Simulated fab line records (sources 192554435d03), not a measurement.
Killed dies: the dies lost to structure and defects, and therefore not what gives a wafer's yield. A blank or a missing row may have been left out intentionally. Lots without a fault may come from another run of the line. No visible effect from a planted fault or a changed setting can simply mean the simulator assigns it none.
The tool behind it: which one? | flow n5 finfet | Sampling: 9 lots, 27 wafers, 2 of 1938 route steps

WHAT EACH GAUGE READ, for each wafer
N5_BEOL_M4_RC_MEAS_101. Usual: DIBL_N 35.3 mV/V, standard deviation 1.8; DIBL_P 35.2 mV/V, standard deviation 2.2; IOFF_N 0.144 nA/um, standard deviation 0.029; IOFF_P 0.19 nA/um, standard deviation 0.031; ION_N 670 uA/um, standard deviation 12; ION_P 460 uA/um, standard deviation 7.6; SS_N 71.2 mV/dec, standard deviation 0.62; SS_P 73.0 mV/dec, standard deviation 0.69; VT_N 251 mV, standard deviation 3.4; VT_P -251.4 mV, standard deviation 2.6.
lot  | measured     | on        | DIBL_N (mV/V)  | DIBL_P (mV/V)  | IOFF_N (nA/um)    | IOFF_P (nA/um) | ION_N (uA/um) | ION_P (uA/um) | SS_N (mV/dec)  | SS_P (mV/dec)  | VT_N (mV)   | VT_P (mV)            | flag
L170 | day 9 22:12  | prober-02 | 34.0 36.4 33.7 | 33.6 36.8 32.6 | 0.122 0.160 0.119 | 0.19 0.25 0.18 | 665 681 662   | 463 473 459   | 71.0 71.7 69.9 | 72.7 73.3 72.2 | 252 249 253 | -251.3 -247.2 -250.4 |
L172 | day 9 22:29  | prober-01 | 34.8 35.2 36.5 | 36.2 35.8 36.3 | 0.127 0.147 0.163 | 0.20 0.21 0.22 | 653 681 674   | 454 466 463   | 71.4 71.2 71.6 | 72.9 72.8 73.6 | 254 250 247 | -250.2 -248.6 -250.3 |
L171 | day 10 14:41 | prober-01 | 33.6 34.9 34.4 | 33.4 35.3 34.1 | 0.115 0.136 0.120 | 0.17 0.18 0.16 | 649 664 659   | 449 455 452   | 70.6 70.9 71.2 | 73.0 72.0 73.2 | 256 253 254 | -253.6 -253.6 -251.5 |
L179 | day 12 01:58 | prober-02 | 34.2 34.5 33.9 | 32.6 33.0 33.0 | 0.123 0.135 0.123 | 0.18 0.18 0.18 | 656 654 656   | 451 447 451   | 71.4 71.1 71.0 | 72.7 73.1 72.3 | 254 252 255 | -250.7 -251.3 -251.9 |
L182 | day 12 16:12 | prober-02 | 36.3 37.0 35.9 | 37.2 37.8 36.7 | 0.165 0.197 0.163 | 0.22 0.23 0.21 | 667 681 681   | 458 462 460   | 71.3 71.4 71.2 | 73.8 73.9 74.2 | 249 245 250 | -248.6 -246.4 -248.7 |
L184 | day 12 17:07 | prober-01 | 35.2 33.5 33.7 | 37.0 35.2 36.4 | 0.166 0.137 0.148 | 0.22 0.18 0.20 | 679 678 678   | 457 461 467   | 72.0 70.9 70.8 | 74.0 72.5 73.4 | 247 252 249 | -252.0 -254.6 -253.4 |
L185 | day 13 18:06 | prober-01 | 36.0 35.0 32.7 | 34.9 34.2 31.9 | 0.143 0.130 0.108 | 0.19 0.18 0.16 | 659 673 665   | 456 465 468   | 71.5 70.1 70.4 | 72.6 72.3 72.3 | 254 251 252 | -249.3 -252.6 -250.9 |
L187 | day 13 21:32 | prober-02 | 34.2 32.6 33.4 | 33.7 31.2 32.4 | 0.142 0.108 0.120 | 0.19 0.16 0.18 | 685 667 684   | 470 460 474   | 70.9 71.0 70.9 | 72.5 72.6 72.9 | 250 253 254 | -249.0 -253.1 -249.8 |
L186 | day 14 03:51 | prober-01 | 35.2 36.2 37.1 | 35.2 36.5 38.4 | 0.151 0.167 0.194 | 0.20 0.22 0.26 | 655 669 677   | 453 463 463   | 72.2 72.6 71.3 | 73.2 73.1 73.8 | 251 248 246 | -252.5 -248.8 -247.0 |

N5_BEOL_M12_CD_MEAS_17: the cd target is 140 nm. Usual: cd nm 141.3 nm, standard deviation 1.9.
lot  | measured     | on        | cd nm (nm)        | flag
L170 | day 12 19:08 | cd sem-03 | 140.3 139.9 140.3 |
L172 | day 12 20:01 | cd sem-02 | 143.3 142.3 144.3 |
L171 | day 13 05:46 | cd sem-02 | 138.7 140.6 141.1 |
L179 | day 15 05:49 | cd sem-01 | 143.4 144.1 140.6 |
L182 | day 15 18:06 | cd sem-02 | 141.0 144.2 140.4 |
L184 | day 15 16:35 | cd sem-02 | 142.8 137.5 139.0 |
L185 | day 16 16:08 | cd sem-03 | 145.3 144.2 142.3 |
L187 | day 16 20:46 | cd sem-01 | 139.8 142.7 142.3 |
L186 | day 17 04:25 | cd sem-03 | 137.6 138.2 137.7 |

WHAT TOOL EACH LOT RAN ON (gives the tool, then ch and the chambers of the sampled wafers, and finally the start)
The record shows no process step preceding these readings.

AS READ BY THE TOOLS THEMSELVES (means over the sampled wafers that have a number; for cases with no such wafer, the mark the record gives instead)
The record holds no such reading with a usual standard deviation.

THE ANSWER, worked out from the rows above alone
Rule: a lot is off if the mean of its wafers that have a number lies more than 3 standard deviations from the usual mean. Also off: a lot with no number at a reading for which 4 or more lots have one. All remaining lots with rows at the step are treated as sound. The gauges are gone through in route order, then the tools' own readings, and for those a lot's mean is taken as printed above. The first step at which some lot is off is used, and at that step the reading that is off furthest; a lot without a number counts as furthest.
Across all readings shown, no lot is off: no conclusion can be drawn from this.

WHAT THE SIMULATOR HAD INSERTED
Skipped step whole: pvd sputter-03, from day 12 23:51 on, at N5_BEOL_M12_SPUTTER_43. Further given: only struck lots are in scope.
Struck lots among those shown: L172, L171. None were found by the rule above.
